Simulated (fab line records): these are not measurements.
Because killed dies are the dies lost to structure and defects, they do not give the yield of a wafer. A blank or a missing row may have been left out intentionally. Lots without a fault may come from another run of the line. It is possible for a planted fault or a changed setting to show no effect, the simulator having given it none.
Which tool was responsible? || flow n5 finfet || 12 lots (36 wafers sampled), 1 step of a 1938-step route

## WHAT THE GAUGES SHOWED, per wafer
N5_BEOL_M15_INSPECT_12: inspects for defects (macro).
{"lot": "L076", "measured": "day 12 08:17", "on": "defect inspect-02", "raw defect count": "1 3 1"}
{"lot": "L077", "measured": "day 13 04:03", "on": "defect inspect-02", "raw defect count": "1 4 1"}
{"lot": "L079", "measured": "day 13 13:13", "on": "defect inspect-02", "raw defect count": "2 1 1"}
{"lot": "L082", "measured": "day 14 02:17", "on": "defect inspect-01", "raw defect count": "3 2 0"}
{"lot": "L083", "measured": "day 14 04:42", "on": "defect inspect-01", "raw defect count": "0 5 5"}
{"lot": "L085", "measured": "day 14 18:05", "on": "defect inspect-02", "raw defect count": "2 4 2"}
{"lot": "L086", "measured": "day 15 04:00", "on": "defect inspect-01", "raw defect count": "3 1 3"}
{"lot": "L088", "measured": "day 15 17:55", "on": "defect inspect-01", "raw defect count": "2 1 0"}
{"lot": "L092", "measured": "day 16 09:11", "on": "defect inspect-02", "raw defect count": "2 2 0"}
{"lot": "L091", "measured": "day 17 02:05", "on": "defect inspect-01", "raw defect count": "2 3 3"}
{"lot": "L094", "measured": "day 17 06:11", "on": "defect inspect-02", "raw defect count": "1 4 1"}
{"lot": "L097", "measured": "day 17 22:26", "on": "defect inspect-02", "raw defect count": "1 4 3"}

## EACH LOT AND THE TOOL THAT RAN IT (in order: tool; ch and the chambers of the sampled wafers; start)
Before these readings, the record contains no process step.

## THE ANSWER, worked out from the rows above alone
Rule: the lots themselves supply what counts as usual. The widest of any qualifying gaps counts: lots, ordered by their means at a reading, are off when they make up no more than a third of the lots, leave a main group of 4 or more, and stand apart from it by 3 or more times the standard deviation of that group's means. A main group whose means are all the same, to the digits that the tables above print for the reading, isn't used. Also off: a lot with no number at a reading for which 4 or more lots have one. Where the step has rows for the other lots, those lots are counted as sound.
No lot is off at any reading shown: from this, nothing can be told.

## WHAT WAS PUT IN BY THE SIMULATOR
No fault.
